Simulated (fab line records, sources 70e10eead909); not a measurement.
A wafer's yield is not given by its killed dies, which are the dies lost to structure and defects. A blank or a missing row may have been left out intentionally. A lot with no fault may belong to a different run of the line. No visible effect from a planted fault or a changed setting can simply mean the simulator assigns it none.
fab line records -- flow nandHarc -- part 2 of 2: steps 5 to 6 of 6
record lots=21, wafers=63, lastDay=33
route steps=1302 shown A_STAIRCASE@681
lots that met no fault: taken from a fault-free run of the same line
startH: hours from the record's opening day to when the first of the lot's shown wafers began -- waitH: time in hours since the lot's previous step -- " identical to the entry in the row above -- L1.1+2: a row that stands for several wafers -- - no value present, or no start provided -- * or withheld: withheld -- < > ~ a bound
route shown NAME@n: names a module that has steps shown in the file, with the first one's number in the route -- usual: mean/standard deviation of fault-free wafers -- same: alike in all rows -- chamber/n: place in a boat -- sites: readings site by site -- _std_site: the standard deviation of these -- _edge_site: inner sites' mean taken away from outer sites' mean -- radiusMm: how far each site lies from the wafer's centre -- mask NAME#n: copy n -- behind: the last tool/chamber to shape the wafer -- hold: cause of the lot's hold/its duration in hours/its outcome -- device: the transistor (n, p or np) that didn't switch -- end of line: the route-end tests of the same wafers -- step lacking rows: just its recipe -- killed: dies that structure and defects cost at the first sort, which is not the same as the wafer's yield -- map: the dies of a wafer, with x for killed, . for not killed, _ for no die there
set.NAME: the setting the step ran with; set.NAME@STEP: the setting that earlier step ran with -- model.NAME: the simulator's own value behind a step, which no gauge read
steps of the route over a sample of lots; a table a step, a row a wafer
services: a tool's chamber out of use, with start hour (startH, from the record's first day; less than 0 if before it), hours out, and reason
## steps
# step NHARC_A_STAIRCASE_TRIM_226
# recipe timeS=211.2, o2FlowSccm=500, arFlowSccm=0, biasW=0, chemistry=O2
# usual drypumpMotorCurrentA=5.83/0.3, o2FlowSccm=500.0/1.8, oesProductAu=1.003/0.012, rfVppV=57.7/0.98, showerheadPlenumPTorr=3.54/0.19, throttleValvePct=17.036/0.0089
lot.wafer,tool,chamber,startH,waitH,drypumpMotorCurrentA,o2FlowSccm,oesProductAu,rfHoursCounterH,rfVppV,showerheadPlenumPTorr,throttleValvePct
L074.2,rieDiel-01,2,-,-,5.69,501.5,1.003,30,58.8,3.30,17.019
L074.4,rieDiel-01,3,-,-,5.79,498.4,0.992,38,56.2,3.79,17.040
L074.1,rieDiel-01,1,-,-,6.38,499.2,1.004,43,56.9,3.35,17.040
L075.2,rieDiel-12,2,-,-,6.15,500.1,1.007,45,57.4,3.39,17.030
L075.5,rieDiel-12,0,-,-,5.92,499.7,0.990,-,58.7,3.79,17.031
L075.6,rieDiel-12,1,-,-,5.75,503.1,0.990,-,57.2,3.65,17.042
L078.1,rieDiel-01,3,-,-,5.79,500.8,1.013,2,57.5,3.78,17.049
L078.3,rieDiel-01,1,-,-,6.36,496.6,0.994,2,57.6,3.34,17.030
L078.5,rieDiel-01,3,-,-,5.82,501.4,1.010,-,56.2,3.78,17.038
L079.2,rieDiel-12,0,-,-,5.92,500.9,0.988,49,57.0,3.78,17.028
L079.5,rieDiel-12,2,-,-,6.18,499.2,1.010,-,57.4,3.38,17.045
L079.6,rieDiel-12,3,-,-,5.79,500.2,1.006,-,59.2,3.28,17.030
L080.3,rieDiel-06,3,-,-,5.93,501.6,1.014,33,57.8,3.41,17.043
L080.1,rieDiel-06,0,-,-,5.58,498.4,1.003,39,55.8,3.40,17.048
L080.5,rieDiel-06,3,-,-,5.94,504.2,1.008,-,57.2,3.41,17.023
L081.3,rieDiel-01,3,-,-,5.82,499.7,1.008,16,58.2,3.77,17.029
L081.4,rieDiel-01,1,-,-,6.37,500.4,1.007,15,58.5,3.34,17.032
L081.6,rieDiel-01,2,-,-,5.71,501.6,1.005,-,56.2,3.28,17.029
L082.4,rieDiel-12,2,-,-,6.17,500.9,1.012,67,57.0,3.38,17.044
L082.1,rieDiel-12,0,-,-,5.92,502.4,0.998,58,60.0,3.77,17.025
L082.6,rieDiel-12,2,-,-,6.24,502.1,1.013,-,57.8,3.38,17.044
L083.2,rieDiel-12,1,-,-,5.78,500.1,0.980,2,58.7,3.64,17.034
L083.4,rieDiel-12,3,-,-,5.82,498.0,1.018,2,59.4,3.81,17.026
L083.6,rieDiel-12,2,-,-,6.18,502.9,1.003,-,58.7,3.38,17.029
L085.2,rieDiel-06,0,-,-,5.57,498.2,1.013,56,57.1,3.39,17.029
L085.1,rieDiel-06,2,-,-,5.01,501.1,1.004,47,57.0,3.75,17.035
L085.3,rieDiel-06,3,-,-,5.93,500.6,1.014,48,56.5,3.40,17.027
L086.3,rieDiel-01,2,-,-,5.70,500.7,1.010,30,57.1,3.28,17.041
L086.5,rieDiel-01,3,-,-,5.86,502.9,1.019,-,59.0,3.76,17.037
L086.6,rieDiel-01,0,-,-,5.42,499.1,0.999,-,56.1,3.54,17.030
L087.1,rieDiel-12,1,-,-,5.77,503.0,0.987,20,58.0,3.63,17.049
L087.2,rieDiel-12,2,-,-,6.22,498.4,1.024,21,56.9,3.37,17.046
L087.6,rieDiel-12,0,-,-,5.91,501.5,0.997,-,58.8,3.76,17.045
L088.4,rieDiel-12,2,-,-,6.22,500.0,1.003,21,57.0,3.37,17.041
L088.6,rieDiel-12,0,-,-,5.91,498.7,0.988,-,58.0,3.76,17.027
L088.5,rieDiel-12,1,-,-,5.78,501.1,0.985,-,58.2,3.63,17.032
L090.1,rieDiel-12,2,-,-,6.22,498.6,1.019,22,58.3,3.37,17.026
L090.3,rieDiel-12,3,-,-,5.80,499.4,1.030,21,57.2,3.80,17.031
L090.5,rieDiel-12,2,-,-,6.20,502.4,1.013,-,58.7,3.37,17.031
L089.3,rieDiel-01,3,-,-,5.80,497.2,1.016,42,59.5,3.76,17.024
L089.1,rieDiel-01,1,-,-,6.39,500.3,1.010,43,56.5,3.32,17.047
L089.6,rieDiel-01,2,-,-,5.69,500.9,1.022,-,56.5,3.27,17.033
L091.3,rieDiel-12,2,-,-,6.22,501.7,1.014,30,57.6,3.36,17.043
L091.4,rieDiel-12,1,-,-,5.79,501.1,0.987,-,57.8,3.62,17.041
L091.6,rieDiel-12,2,-,-,6.24,501.1,1.014,-,57.6,3.36,17.028
L093.2,rieDiel-01,1,-,-,6.37,499.6,1.008,53,58.3,3.32,17.045
L093.3,rieDiel-01,3,-,-,5.85,498.2,1.025,53,60.3,3.75,17.035
L093.1,rieDiel-01,0,-,-,5.41,503.8,1.005,43,56.2,3.54,17.044
L092.3,rieDiel-06,3,-,-,5.94,497.7,0.992,13,57.4,3.39,17.034
L092.1,rieDiel-06,1,-,-,5.71,499.8,0.999,20,57.3,3.50,17.042
L092.2,rieDiel-06,2,-,-,5.05,500.1,1.008,19,59.0,3.73,17.034
L094.1,rieDiel-01,0,-,-,5.44,499.9,1.000,49,57.0,3.54,17.041
L094.4,rieDiel-01,1,-,-,6.39,496.5,1.010,57,58.1,3.32,17.038
L094.2,rieDiel-01,2,-,-,5.67,498.9,1.014,56,58.0,3.26,17.029
L095.3,rieDiel-12,3,-,-,5.80,502.7,1.014,32,57.6,3.79,17.036
L095.2,rieDiel-12,0,-,-,5.93,502.4,0.970,36,57.1,3.75,17.034
L095.6,rieDiel-12,2,-,-,6.16,499.9,1.002,-,56.5,3.36,17.047
L097.3,rieDiel-01,0,-,-,5.43,500.7,0.981,6,57.9,3.53,17.019
L097.2,rieDiel-01,3,-,-,5.82,496.0,0.993,8,58.7,3.74,17.036
L097.6,rieDiel-01,0,-,-,5.42,498.5,0.976,-,58.8,3.53,17.022
L096.2,rieDiel-06,0,-,-,5.59,499.7,1.012,37,58.3,3.36,17.020
L096.1,rieDiel-06,3,-,-,5.92,496.4,1.003,26,56.5,3.39,17.053
L096.6,rieDiel-06,0,-,-,5.56,497.6,1.016,-,56.2,3.37,17.044
# step NHARC_A_STAIRCASE_TRIM_229
# recipe timeS=211.2, o2FlowSccm=500, arFlowSccm=0, biasW=0, chemistry=O2
# usual drypumpMotorCurrentA=5.8/0.31, o2FlowSccm=499.9/1.4, oesProductAu=1.001/0.012, rfVppV=57.8/1, showerheadPlenumPTorr=3.54/0.19, throttleValvePct=17.036/0.0093
lot.wafer,tool,chamber,startH,waitH,drypumpMotorCurrentA,o2FlowSccm,oesProductAu,rfHoursCounterH,rfVppV,showerheadPlenumPTorr,throttleValvePct
L074.4,rieDiel-01,0,348.16,0.1,5.4,497.6,0.982,37,58.9,3.57,17.058
L074.1,rieDiel-01,2,348.16,0.1,5.7,499.0,1.003,31,58.7,3.30,17.052
L074.2,rieDiel-01,3,348.16,0.1,5.8,500.9,0.991,38,59.0,3.79,17.021
L075.2,rieDiel-01,1,367.55,0.1,6.4,502.1,1.003,47,58.0,3.35,17.026
L075.5,rieDiel-01,3,367.55,0.1,5.8,499.6,0.990,-,58.0,3.78,17.040
L075.6,rieDiel-01,0,367.55,0.1,5.4,500.3,0.988,-,58.6,3.56,17.044
L078.3,rieDiel-12,3,399.12,0.1,5.8,498.5,1.012,46,57.4,3.28,17.037
L078.1,rieDiel-12,1,399.12,0.1,5.8,501.4,0.994,52,57.8,3.65,17.047
L078.5,rieDiel-12,0,399.12,0.1,5.9,500.2,0.989,-,58.2,3.78,17.034
L079.2,rieDiel-12,1,410.97,0.1,5.8,499.8,0.999,57,59.5,3.64,17.033
L079.6,rieDiel-12,1,410.97,0.1,5.8,499.5,0.997,-,58.4,3.64,17.047
L079.5,rieDiel-12,2,410.97,0.1,6.3,498.9,1.004,-,55.7,3.38,17.030
L080.3,rieDiel-12,2,425.08,0.1,6.2,501.5,1.010,65,56.4,3.38,17.022
L080.1,rieDiel-12,1,425.08,0.1,5.8,501.1,0.994,61,58.4,3.64,17.039
L080.5,rieDiel-12,3,425.08,0.1,5.8,498.8,1.005,-,56.6,3.27,17.019
L081.4,rieDiel-01,1,437.72,0.1,6.4,499.3,1.007,15,57.1,3.34,17.034
L081.3,rieDiel-01,2,437.72,0.1,5.7,501.8,1.009,13,57.3,3.28,17.051
L081.6,rieDiel-01,3,437.72,0.1,5.8,497.2,1.017,-,55.6,3.77,17.031
L082.4,rieDiel-12,0,437.87,0.1,5.9,499.1,0.995,58,59.3,3.77,17.039
L082.1,rieDiel-12,2,437.87,0.1,6.2,500.0,1.010,67,56.5,3.38,17.023
L082.6,rieDiel-12,0,437.87,0.1,5.9,499.6,0.992,-,59.8,3.77,17.032
L083.4,rieDiel-12,3,461.01,0.1,5.8,498.9,1.011,2,58.6,3.81,17.024
L083.2,rieDiel-12,1,461.01,0.1,5.8,500.1,0.977,2,56.6,3.64,17.035
L083.6,rieDiel-12,2,461.01,0.1,6.2,497.7,1.002,-,57.8,3.38,17.041
L085.3,rieDiel-06,2,464.91,0.1,5.1,500.6,1.004,47,59.8,3.75,17.033
L085.2,rieDiel-06,3,464.91,0.1,5.9,497.8,1.001,48,58.2,3.40,17.033
L085.1,rieDiel-06,1,464.91,0.1,5.7,500.5,1.001,41,58.0,3.51,17.051
L086.3,rieDiel-06,2,481.16,0.1,5.0,496.9,1.006,51,57.1,3.74,17.040
L086.6,rieDiel-06,1,481.16,0.1,5.7,500.2,1.008,-,58.4,3.51,17.047
L086.5,rieDiel-06,2,481.16,0.1,5.0,500.3,1.001,-,58.9,3.74,17.041
L087.1,rieDiel-06,3,510.83,0.1,5.9,500.7,1.000,1,58.4,3.40,17.024
L087.2,rieDiel-06,0,510.83,0.1,5.6,498.8,1.012,8,57.6,3.38,17.036
L087.6,rieDiel-06,3,510.83,0.1,5.9,501.6,0.986,-,57.8,3.40,17.030
L088.4,rieDiel-12,3,511.93,0.1,5.8,499.6,1.024,20,57.1,3.80,17.038
L088.6,rieDiel-12,2,511.93,0.1,6.2,500.1,1.016,-,57.4,3.37,17.040
L088.5,rieDiel-12,3,511.93,0.1,5.8,499.8,1.014,-,59.3,3.80,17.028
L090.1,rieDiel-01,3,516.57,0.1,5.8,499.5,1.017,42,59.0,3.76,17.026
L090.3,rieDiel-01,1,516.57,0.1,6.4,498.4,1.021,43,57.6,3.32,17.042
L090.5,rieDiel-01,3,516.57,0.1,5.8,498.5,1.013,-,58.2,3.76,17.012
L089.3,rieDiel-12,0,516.59,0.1,5.9,501.3,1.001,21,57.7,3.76,17.035
L089.1,rieDiel-12,2,516.59,0.1,6.2,499.1,1.012,22,58.0,3.37,17.042
L089.6,rieDiel-12,1,516.59,0.1,5.8,499.8,0.987,-,59.6,3.63,17.024
L091.4,rieDiel-06,0,535.68,0.1,5.6,501.7,0.992,17,57.9,3.38,17.039
L091.3,rieDiel-06,2,535.68,0.1,5.0,498.9,0.988,17,58.3,3.73,17.036
L091.6,rieDiel-06,3,535.68,0.1,5.9,499.3,0.977,-,57.2,3.40,17.036
L093.3,rieDiel-12,1,541.59,0.1,5.8,498.9,0.984,30,58.9,3.62,17.049
L093.1,rieDiel-12,2,541.59,0.1,6.2,499.3,1.012,33,55.2,3.36,17.023
L093.2,rieDiel-12,0,541.59,0.1,5.9,501.8,0.997,31,57.2,3.76,17.029
L092.1,rieDiel-06,3,543.03,0.1,5.9,498.9,0.990,13,57.7,3.39,17.037
L092.3,rieDiel-06,1,543.03,0.1,5.7,499.0,0.987,20,56.5,3.50,17.033
L092.2,rieDiel-06,2,543.03,0.1,5.0,500.5,0.998,19,58.2,3.73,17.029
L094.1,rieDiel-12,0,552.80,0.1,5.9,499.9,0.983,34,58.1,3.75,17.030
L094.2,rieDiel-12,1,552.80,0.1,5.8,499.7,0.983,34,59.0,3.62,17.037
L094.4,rieDiel-12,2,552.80,0.1,6.2,499.3,1.013,36,57.0,3.36,17.048
L095.3,rieDiel-12,0,559.20,0.1,5.9,499.7,0.996,36,58.2,3.75,17.038
L095.2,rieDiel-12,3,559.20,0.1,5.8,496.8,1.028,32,58.6,3.79,17.020
L095.6,rieDiel-12,1,559.20,0.1,5.8,499.8,1.004,-,58.9,3.62,17.043
L097.2,rieDiel-01,0,584.96,0.1,5.4,498.1,0.992,6,58.3,3.53,17.029
L097.3,rieDiel-01,2,584.96,0.1,5.7,498.1,0.992,8,58.6,3.80,17.037
L097.6,rieDiel-01,3,584.96,0.1,5.8,499.4,1.003,-,57.7,3.74,17.027
L096.2,rieDiel-01,1,588.36,0.1,6.3,499.9,1.003,7,57.5,3.31,17.045
L096.1,rieDiel-01,0,588.36,0.1,5.4,500.2,0.980,6,57.5,3.53,17.047
L096.6,rieDiel-01,2,588.36,0.1,5.7,500.6,0.994,-,58.6,3.80,17.030
## services
tool,chamber,startH,hours,kind
rieDiel-12,0,326.86,-,clean
rieDiel-12,1,326.86,-,clean
rieDiel-12,2,326.86,-,clean
rieDiel-12,3,326.86,-,clean
rieDiel-01,0,336.12,-,clean
rieDiel-01,1,336.12,-,clean
rieDiel-01,2,336.12,-,clean
rieDiel-01,3,336.12,-,clean
rieDiel-12,0,352.32,-,clean
rieDiel-06,1,354.02,13.4,repair
rieDiel-06,3,365.97,9.2,repair
rieDiel-01,3,377.64,4.2,repair
rieDiel-01,-,381.57,9.0,pm
rieDiel-01,0,401.71,7.1,repair
rieDiel-06,-,441.74,0.7,repair
rieDiel-12,-,445.49,9.0,pm
rieDiel-01,-,451.33,0.6,repair
rieDiel-12,1,466.41,5.9,repair
rieDiel-06,-,484.22,9.0,pm
rieDiel-06,3,496.22,11.6,repair
rieDiel-01,0,510.51,23.1,repair
rieDiel-01,1,511.08,4.7,repair
rieDiel-06,3,554.15,5.6,repair
rieDiel-01,-,558.68,9.0,pm
